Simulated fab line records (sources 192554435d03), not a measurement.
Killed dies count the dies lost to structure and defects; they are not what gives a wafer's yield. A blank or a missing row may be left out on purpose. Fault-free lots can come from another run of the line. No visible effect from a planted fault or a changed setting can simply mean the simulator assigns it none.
The tool behind it: which one? + flow n5-finfet + 24 lots with 72 wafers sampled at 6 steps, on a route of 1938 steps

WHAT EACH GAUGE READ, for each wafer
The record holds no reading of a measuring or inspecting step that can be judged against a usual standard deviation.

EACH LOT AND THE TOOL THAT RAN IT (in order: tool; ch and the chambers of the sampled wafers; start)
| lot  | N5_BEOL_M2_ANNEAL_49         | N5_BEOL_M2_CMP_52             | N5_BEOL_M2_CO_CAP_55             | N5_BEOL_M3_ETCH_70                 | N5_BEOL_M3_PRE_CLEAN_45      | N5_BEOL_M3_ALD_84                   |
|------|------------------------------|-------------------------------|----------------------------------|------------------------------------|------------------------------|-------------------------------------|
| L074 | pvd-sputter-01, day 7 23:23  | cmp-02 ch 0,3, day 8 01:36    | cvd-co-02 ch 0,1, day 8 01:56    | rie-diel-05 ch 0,1,2, day 8 06:05  | pvd-sputter-01, day 8 07:26  | ald-metal-02 ch 0,1, day 8 07:31    |
| L075 | pvd-sputter-03, day 8 04:13  | cmp-02 ch 0,1, day 8 06:23    | cvd-co-01 ch 0,1, day 8 06:45    | rie-diel-02 ch 0,2,3, day 8 09:40  | pvd-sputter-01, day 8 10:37  | ald-metal-04 ch 0,1,3, day 8 10:41  |
| L078 | pvd-sputter-01, day 8 04:37  | cmp-02 ch 2,3, day 8 06:48    | cvd-co-01 ch 1,2, day 8 07:10    | rie-diel-02 ch 0,1,3, day 8 13:03  | pvd-sputter-03, day 8 13:39  | ald-metal-02 ch 0,1,2, day 8 13:43  |
| L076 | pvd-sputter-02, day 8 04:43  | cmp-01 ch 0,3, day 8 06:59    | cvd-co-02 ch 0,1, day 8 07:21    | rie-diel-05 ch 0,1, day 8 13:07    | pvd-sputter-01, day 8 13:45  | ald-metal-04 ch 0,3, day 8 13:52    |
| L077 | pvd-sputter-03, day 8 08:07  | cmp-03 ch 0,1,3, day 8 10:17  | cvd-co-02 ch 0,1,2, day 8 10:39  | rie-diel-02 ch 1,2,3, day 8 15:45  | pvd-sputter-03, day 8 16:34  | ald-metal-02 ch 1,2,3, day 8 16:39  |
| L080 | pvd-sputter-01, day 8 08:49  | cmp-02 ch 0,1, day 8 11:01    | cvd-co-01 ch 0,2, day 8 11:23    | rie-diel-04 ch 1,2, day 8 15:47    | pvd-sputter-01, day 8 16:37  | ald-metal-01 ch 1,2,3, day 8 16:41  |
| L079 | pvd-sputter-03, day 8 09:57  | cmp-02 ch 0,1,3, day 8 12:27  | cvd-co-02 ch 0,1,2, day 8 12:47  | rie-diel-05 ch 0,1,3, day 8 15:58  | pvd-sputter-03, day 8 16:49  | ald-metal-02 ch 0,1,3, day 8 16:52  |
| L081 | pvd-sputter-02, day 8 11:18  | cmp-02 ch 0,3, day 8 13:29    | cvd-co-01 ch 0,1,2, day 8 13:52  | rie-diel-04 ch 0,3, day 8 19:32    | pvd-sputter-01, day 8 20:30  | ald-metal-04 ch 0,1,3, day 8 20:36  |
| L082 | pvd-sputter-02, day 8 21:07  | cmp-02 ch 1,2, day 8 23:26    | cvd-co-01 ch 0,1, day 8 23:48    | rie-diel-05 ch 1,3, day 9 15:11    | pvd-sputter-02, day 9 16:05  | ald-metal-02 ch 2,3, day 9 16:09    |
| L083 | pvd-sputter-02, day 9 03:17  | cmp-01 ch 0,1,3, day 9 05:28  | cvd-co-01 ch 0,1,2, day 9 05:50  | rie-diel-02 ch 0,1,3, day 9 15:02  | pvd-sputter-03, day 9 15:53  | ald-metal-04 ch 0,1,2, day 9 15:57  |
| L084 | pvd-sputter-01, day 9 13:44  | cmp-02 ch 0,2, day 9 15:56    | cvd-co-01 ch 0,1,2, day 9 16:17  | rie-diel-02 ch 0,1, day 10 02:35   | pvd-sputter-03, day 10 03:41 | ald-metal-02 ch 0,3, day 10 03:46   |
| L085 | pvd-sputter-03, day 10 01:20 | cmp-02 ch 2,3, day 10 03:46   | cvd-co-01 ch 0,1, day 10 04:08   | rie-diel-02 ch 1,2, day 10 14:56   | pvd-sputter-02, day 10 15:50 | ald-metal-02 ch 0,1,3, day 10 15:56 |
| L086 | pvd-sputter-02, day 10 07:20 | cmp-02 ch 1,2, day 10 09:33   | cvd-co-02 ch 0,1,2, day 10 09:55 | rie-diel-02 ch 0,3, day 10 18:47   | pvd-sputter-03, day 10 19:32 | ald-metal-01 ch 2,3, day 10 19:35   |
| L088 | pvd-sputter-03, day 10 20:02 | cmp-02 ch 0,3, day 10 22:15   | cvd-co-02 ch 0,1,2, day 10 22:35 | rie-diel-04 ch 1,2,3, day 11 01:25 | pvd-sputter-01, day 11 02:11 | ald-metal-02 ch 0,1,2, day 11 02:15 |
| L087 | pvd-sputter-02, day 10 23:24 | cmp-01 ch 0,2,3, day 11 01:39 | cvd-co-01 ch 0,1,2, day 11 01:56 | rie-diel-04 ch 2,3, day 11 12:14   | pvd-sputter-01, day 11 13:09 | ald-metal-01 ch 1,2,3, day 11 13:26 |
| L089 | pvd-sputter-01, day 10 23:27 | cmp-01 ch 1,3, day 11 01:50   | cvd-co-02 ch 0,1,2, day 11 02:10 | rie-diel-05 ch 1,2,3, day 11 12:21 | pvd-sputter-03, day 11 13:14 | ald-metal-02 ch 0,1,3, day 11 13:36 |
| L090 | pvd-sputter-02, day 11 01:28 | cmp-01 ch 0,2,3, day 11 03:38 | cvd-co-02 ch 0,1,2, day 11 04:00 | rie-diel-02 ch 1,2,3, day 11 19:01 | pvd-sputter-01, day 11 19:48 | ald-metal-02 ch 1,2,3, day 11 19:53 |
| L092 | pvd-sputter-01, day 11 02:47 | cmp-02 ch 0,1,3, day 11 05:32 | cvd-co-01 ch 0,1, day 11 05:54   | rie-diel-02 ch 0,3, day 11 12:14   | pvd-sputter-03, day 11 13:09 | ald-metal-02 ch 0,1,2, day 11 13:24 |
| L091 | pvd-sputter-02, day 11 04:43 | cmp-02 ch 0,1,3, day 11 07:02 | cvd-co-01 ch 1,2, day 11 07:25   | rie-diel-04 ch 0,3, day 11 19:30   | pvd-sputter-01, day 11 20:37 | ald-metal-04 ch 0,1,2, day 11 20:55 |
| L093 | pvd-sputter-03, day 11 13:56 | cmp-02 ch 1,2, day 11 16:07   | cvd-co-01 ch 0,1,2, day 11 16:29 | rie-diel-05 ch 0,1,3, day 12 02:44 | pvd-sputter-01, day 12 04:17 | ald-metal-01 ch 0,1,3, day 12 04:21 |
| L094 | pvd-sputter-01, day 11 17:16 | cmp-01 ch 1,2, day 11 19:50   | cvd-co-01 ch 0,1,2, day 11 20:15 | rie-diel-04 ch 0,3, day 12 03:37   | pvd-sputter-02, day 12 04:28 | ald-metal-02 ch 0,3, day 12 04:33   |
| L096 | pvd-sputter-02, day 12 05:45 | cmp-03 ch 0,3, day 12 07:55   | cvd-co-02 ch 0,2, day 12 08:21   | rie-diel-02 ch 1,2, day 12 22:05   | pvd-sputter-02, day 12 23:25 | ald-metal-02 ch 1,2,3, day 12 23:28 |
| L095 | pvd-sputter-02, day 12 19:10 | cmp-01 ch 1,2,3, day 12 21:21 | cvd-co-02 ch 0,1,2, day 12 21:43 | rie-diel-02 ch 1,2,3, day 13 08:41 | pvd-sputter-02, day 13 09:17 | ald-metal-01 ch 0,2,3, day 13 09:20 |
| L097 | pvd-sputter-01, day 13 06:29 | cmp-02 ch 0,1,3, day 13 08:41 | cvd-co-02 ch 0,1, day 13 09:03   | rie-diel-04 ch 2,3, day 13 17:23   | pvd-sputter-02, day 13 18:06 | ald-metal-04 ch 0,2,3, day 13 18:12 |
- N5_BEOL_M2_ANNEAL_49: time 240 s.
- N5_BEOL_M2_CMP_52: polishes, stops on SiOC, t overpolish 6.8 s, target thk 40 nm.
- N5_BEOL_M2_CO_CAP_55: material Co, precursor CCTBA/H2, target thk 2 nm, time 102.1 s.
- N5_BEOL_M3_ETCH_70: etches SOC in N2/H2, target depth 80 nm, overetch 16 nm, time 120 s.
- N5_BEOL_M3_PRE_CLEAN_45: time 30 s.
- N5_BEOL_M3_ALD_84: deposits TaN, pulse time 2 s, purge time 3 s, co reactant purge time 2 s.

AS READ BY THE TOOLS THEMSELVES (means over the sampled wafers that have a number; for cases with no such wafer, the mark the record gives instead)
N5_BEOL_M2_ANNEAL_49.
| lot  | tool           | heater-power-w (W) |
|------|----------------|--------------------|
| L074 | pvd-sputter-01 | 786                |
| L075 | pvd-sputter-03 | 822                |
| L078 | pvd-sputter-01 | 916                |
| L076 | pvd-sputter-02 | 792                |
| L077 | pvd-sputter-03 | 805                |
| L080 | pvd-sputter-01 | 949                |
| L079 | pvd-sputter-03 | 863                |
| L081 | pvd-sputter-02 | 929                |
| L082 | pvd-sputter-02 | 896                |
| L083 | pvd-sputter-02 | 892                |
| L084 | pvd-sputter-01 | 924                |
| L085 | pvd-sputter-03 | 803                |
| L086 | pvd-sputter-02 | 876                |
| L088 | pvd-sputter-03 | 773                |
| L087 | pvd-sputter-02 | 880                |
| L089 | pvd-sputter-01 | 936                |
| L090 | pvd-sputter-02 | 754                |
| L092 | pvd-sputter-01 | 826                |
| L091 | pvd-sputter-02 | 817                |
| L093 | pvd-sputter-03 | 790                |
| L094 | pvd-sputter-01 | 1044               |
| L096 | pvd-sputter-02 | 819                |
| L095 | pvd-sputter-02 | 831                |
| L097 | pvd-sputter-01 | 927                |

N5_BEOL_M2_CMP_52.
| lot  | tool   | barrier-field-endpoint-s (s) | motor-current-A (A) | overpolish-run-s (s) | time-to-endpoint-s (s) |
|------|--------|------------------------------|---------------------|----------------------|------------------------|
| L074 | cmp-02 | 24.9                         | 5.4                 | 6.797                | 64                     |
| L075 | cmp-02 | 24.7                         | 6.4                 | 6.803                | 63                     |
| L078 | cmp-02 | 24.3                         | 5.8                 | 6.808                | 68                     |
| L076 | cmp-01 | 25.5                         | 5.9                 | 6.803                | 65                     |
| L077 | cmp-03 | 24.3                         | 6.1                 | 6.795                | 56                     |
| L080 | cmp-02 | 24.8                         | 6.8                 | 6.795                | 62                     |
| L079 | cmp-02 | 24.9                         | 5.9                 | 6.800                | 64                     |
| L081 | cmp-02 | 24.8                         | 5.5                 | 6.807                | 66                     |
| L082 | cmp-02 | 25.4                         | 6.9                 | 6.794                | 66                     |
| L083 | cmp-01 | 24.5                         | 6.2                 | 6.803                | 65                     |
| L084 | cmp-02 | 25.0                         | 6.4                 | 6.807                | 63                     |
| L085 | cmp-02 | 25.2                         | 5.7                 | 6.783                | 65                     |
| L086 | cmp-02 | 24.7                         | 6.5                 | 6.803                | 66                     |
| L088 | cmp-02 | 24.3                         | 5.4                 | 6.802                | 65                     |
| L087 | cmp-01 | 24.9                         | 6.1                 | 6.806                | 61                     |
| L089 | cmp-01 | 25.1                         | 6.1                 | 6.792                | 65                     |
| L090 | cmp-01 | 24.9                         | 6.2                 | 6.816                | 63                     |
| L092 | cmp-02 | 24.3                         | 6.0                 | 6.805                | 63                     |
| L091 | cmp-02 | 24.9                         | 6.3                 | 6.808                | 62                     |
| L093 | cmp-02 | 24.8                         | 7.0                 | 6.811                | 63                     |
| L094 | cmp-01 | 25.0                         | 6.3                 | 6.805                | 63                     |
| L096 | cmp-03 | 23.8                         | 5.5                 | 6.801                | 59                     |
| L095 | cmp-01 | 25.2                         | 6.4                 | 6.791                | 64                     |
| L097 | cmp-02 | 24.5                         | 6.0                 | 6.796                | 62                     |

N5_BEOL_M2_CO_CAP_55.
| lot  | tool      | heater-power-w (W) |
|------|-----------|--------------------|
| L074 | cvd-co-02 | 250                |
| L075 | cvd-co-01 | 256                |
| L078 | cvd-co-01 | 244                |
| L076 | cvd-co-02 | 248                |
| L077 | cvd-co-02 | 251                |
| L080 | cvd-co-01 | 267                |
| L079 | cvd-co-02 | 249                |
| L081 | cvd-co-01 | 258                |
| L082 | cvd-co-01 | 262                |
| L083 | cvd-co-01 | 253                |
| L084 | cvd-co-01 | 257                |
| L085 | cvd-co-01 | 271                |
| L086 | cvd-co-02 | 249                |
| L088 | cvd-co-02 | 250                |
| L087 | cvd-co-01 | 257                |
| L089 | cvd-co-02 | 250                |
| L090 | cvd-co-02 | 247                |
| L092 | cvd-co-01 | 254                |
| L091 | cvd-co-01 | 248                |
| L093 | cvd-co-01 | 261                |
| L094 | cvd-co-01 | 258                |
| L096 | cvd-co-02 | 248                |
| L095 | cvd-co-02 | 251                |
| L097 | cvd-co-02 | 250                |

N5_BEOL_M3_ETCH_70.
| lot  | tool        | drypump-motor-current-A (A) | oes-product-au (a.u.) | rf-vpp-V (V) | showerhead-plenum-p-Torr (Torr) | throttle-valve-pct (%) |
|------|-------------|-----------------------------|-----------------------|--------------|---------------------------------|------------------------|
| L074 | rie-diel-05 | 5.9                         | 0.60                  | 523.8        | 2.55                            | 17.9                   |
| L075 | rie-diel-02 | 5.7                         | 0.59                  | 524.7        | 2.58                            | 18.0                   |
| L078 | rie-diel-02 | 5.8                         | 0.60                  | 526.1        | 2.63                            | 18.0                   |
| L076 | rie-diel-05 | 6.1                         | 0.55                  | 524.6        | 2.59                            | 18.1                   |
| L077 | rie-diel-02 | 5.6                         | 0.59                  | 524.6        | 2.63                            | 18.0                   |
| L080 | rie-diel-04 | 5.8                         | 0.55                  | 522.2        | 2.47                            | 18.0                   |
| L079 | rie-diel-05 | 5.8                         | 0.54                  | 523.7        | 2.56                            | 18.2                   |
| L081 | rie-diel-04 | 5.1                         | 0.69                  | 526.2        | 2.62                            | 17.2                   |
| L082 | rie-diel-05 | 5.4                         | 0.53                  | 523.7        | 2.53                            | 18.2                   |
| L083 | rie-diel-02 | 5.7                         | 0.60                  | 525.3        | 2.63                            | 18.0                   |
| L084 | rie-diel-02 | 6.0                         | 0.56                  | 525.0        | 2.56                            | 18.1                   |
| L085 | rie-diel-02 | 5.8                         | 0.68                  | 524.1        | 2.55                            | 18.0                   |
| L086 | rie-diel-02 | 5.6                         | 0.62                  | 527.3        | 2.65                            | 17.9                   |
| L088 | rie-diel-04 | 5.4                         | 0.59                  | 523.9        | 2.52                            | 17.7                   |
| L087 | rie-diel-04 | 4.9                         | 0.62                  | 524.9        | 2.57                            | 17.6                   |
| L089 | rie-diel-05 | 5.5                         | 0.65                  | 522.7        | 2.51                            | 17.9                   |
| L090 | rie-diel-02 | 5.7                         | 0.64                  | 525.7        | 2.62                            | 18.0                   |
| L092 | rie-diel-02 | 5.6                         | 0.63                  | 526.8        | 2.64                            | 17.9                   |
| L091 | rie-diel-04 | 5.1                         | 0.67                  | 526.0        | 2.61                            | 17.3                   |
| L093 | rie-diel-05 | 5.8                         | 0.60                  | 524.7        | 2.55                            | 18.1                   |
| L094 | rie-diel-04 | 5.2                         | 0.67                  | 526.7        | 2.64                            | 17.3                   |
| L096 | rie-diel-02 | 5.8                         | 0.60                  | 525.2        | 2.59                            | 18.1                   |
| L095 | rie-diel-02 | 5.6                         | 0.62                  | 525.3        | 2.61                            | 18.0                   |
| L097 | rie-diel-04 | 5.0                         | 0.62                  | 524.0        | 2.57                            | 17.5                   |

N5_BEOL_M3_PRE_CLEAN_45.
| lot  | tool           | heater-power-w (W) |
|------|----------------|--------------------|
| L074 | pvd-sputter-01 | 366                |
| L075 | pvd-sputter-01 | 352                |
| L078 | pvd-sputter-03 | 327                |
| L076 | pvd-sputter-01 | 385                |
| L077 | pvd-sputter-03 | 332                |
| L080 | pvd-sputter-01 | 385                |
| L079 | pvd-sputter-03 | 331                |
| L081 | pvd-sputter-01 | 400                |
| L082 | pvd-sputter-02 | 353                |
| L083 | pvd-sputter-03 | 309                |
| L084 | pvd-sputter-03 | 322                |
| L085 | pvd-sputter-02 | 290                |
| L086 | pvd-sputter-03 | 307                |
| L088 | pvd-sputter-01 | 365                |
| L087 | pvd-sputter-01 | 351                |
| L089 | pvd-sputter-03 | 311                |
| L090 | pvd-sputter-01 | 385                |
| L092 | pvd-sputter-03 | 308                |
| L091 | pvd-sputter-01 | 373                |
| L093 | pvd-sputter-01 | 362                |
| L094 | pvd-sputter-02 | 290                |
| L096 | pvd-sputter-02 | 299                |
| L095 | pvd-sputter-02 | 317                |
| L097 | pvd-sputter-02 | 347                |

N5_BEOL_M3_ALD_84.
| lot  | tool         | heater-power-w (W) |
|------|--------------|--------------------|
| L074 | ald-metal-02 | 535                |
| L075 | ald-metal-04 | 416                |
| L078 | ald-metal-02 | 494                |
| L076 | ald-metal-04 | 400                |
| L077 | ald-metal-02 | 449                |
| L080 | ald-metal-01 | 427                |
| L079 | ald-metal-02 | 479                |
| L081 | ald-metal-04 | 420                |
| L082 | ald-metal-02 | 396                |
| L083 | ald-metal-04 | 438                |
| L084 | ald-metal-02 | 464                |
| L085 | ald-metal-02 | 473                |
| L086 | ald-metal-01 | 430                |
| L088 | ald-metal-02 | 475                |
| L087 | ald-metal-01 | 433                |
| L089 | ald-metal-02 | 480                |
| L090 | ald-metal-02 | 448                |
| L092 | ald-metal-02 | 486                |
| L091 | ald-metal-04 | 433                |
| L093 | ald-metal-01 | 408                |
| L094 | ald-metal-02 | 455                |
| L096 | ald-metal-02 | 446                |
| L095 | ald-metal-01 | 407                |
| L097 | ald-metal-04 | 427                |

THE ANSWER, worked out from the rows above alone
Rule: the usual values come from the lots themselves. The widest of any qualifying gaps counts: lots, ordered by their means at a reading, are off when they make up no more than a third of the lots, leave a main group of 4 or more, and stand apart from it by 3 or more times the standard deviation of that group's means. A main group is skipped when, at the precision printed for the reading in the tables above, its means are all equal. Also off: a lot with no number at a reading for which 4 or more lots have one. Where the step has rows for the other lots, those lots are counted as sound. The gauges are gone through in route order, then the tools' own readings, and for those a lot's mean is taken as printed above. At the first step where some lot is off, the reading lying furthest off is the one used; lots without a number count as furthest.
No lot is off at any reading shown: from this, nothing can be told.

WHAT HAD BEEN PUT IN BY THE SIMULATOR
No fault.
